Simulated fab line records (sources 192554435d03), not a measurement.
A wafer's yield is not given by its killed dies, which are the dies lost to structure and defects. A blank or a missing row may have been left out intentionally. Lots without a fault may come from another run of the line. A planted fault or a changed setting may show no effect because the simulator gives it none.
Matching of chambers + flow n5-finfet + 3 sister chambers for N5_BEOL_M7_CURE_75 on uv-cure-01
The step cures SiCOH lowk, time 120 s. 6 wafers are shown with their chamber, then 11 later ones without.

## EACH WAFER AND ITS CHAMBER
| wafer  | chamber | wafer_temp_C_max | lamp-power-pct (%) |
|--------|---------|------------------|--------------------|
| L075.4 | 2       | 372.1            | 52.25              |
| L075.5 | 2       | 371.7            | 52.28              |
| L078.3 | 0       | 374.4            | 52.29              |
| L078.6 | 0       | 372.1            | 52.28              |
| L088.5 | 1       | 371.7            | 52.24              |
| L087.2 | 1       | 371.9            | 52.34              |

## WAFERS WITH NO CHAMBER GIVEN
| wafer  | wafer_temp_C_max | lamp-power-pct (%) |
|--------|------------------|--------------------|
| L087.4 | 371.8            | 52.34              |
| L087.6 | 372.6            | 52.30              |
| L092.1 | 372.2            | 52.32              |
| L092.2 | 372.0            | 52.31              |
| L092.5 | 372.1            | 52.41              |
| L093.2 | 371.4            | 52.34              |
| L093.4 | 371.8            | 52.36              |
| L093.6 | 371.5            | 52.28              |
| L095.1 | 372.0            | 52.33              |
| L095.3 | 372.4            | 52.33              |
| L095.4 | 372.4            | 52.22              |

## CHAMBER TAKEN BY EACH
| wafer  | from the rows above          | in truth |
|--------|------------------------------|----------|
| L087.4 | can't be placed: 1 or 2 or 0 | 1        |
| L087.6 | can't be placed: 0 or 1 or 2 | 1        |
| L092.1 | can't be placed: 1 or 2 or 0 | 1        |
| L092.2 | can't be placed: 1 or 2 or 0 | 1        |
| L092.5 | can't be placed: 1 or 0 or 2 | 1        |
| L093.2 | can't be placed: 1 or 2 or 0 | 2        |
| L093.4 | can't be placed: 1 or 2 or 0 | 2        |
| L093.6 | can't be placed: 1 or 2 or 0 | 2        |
| L095.1 | can't be placed: 1 or 2 or 0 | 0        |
| L095.3 | can't be placed: 1 or 0 or 2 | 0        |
| L095.4 | can't be placed: 2 or 1 or 0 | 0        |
Correctly placed: 0 of 11. Cannot be placed on the basis of these rows: 11; the candidates contain the true chamber in 11. Number placed wrongly: 0.
How it was worked out, from the rows above alone: a wafer's distance from a chamber is the root of the sum, over the readings, of the square of ((its reading less the chamber's mean) divided by the reading's scatter). If the next closest chamber is less than 2 further off than the closest, the wafer can't be placed; otherwise it belongs to the closest. Each chamber's mean is taken over the wafers shown for it. The scatter: the root of (the sum of the squares of (reading less its chamber's mean) over the shown wafers, divided by (wafers less chambers)).
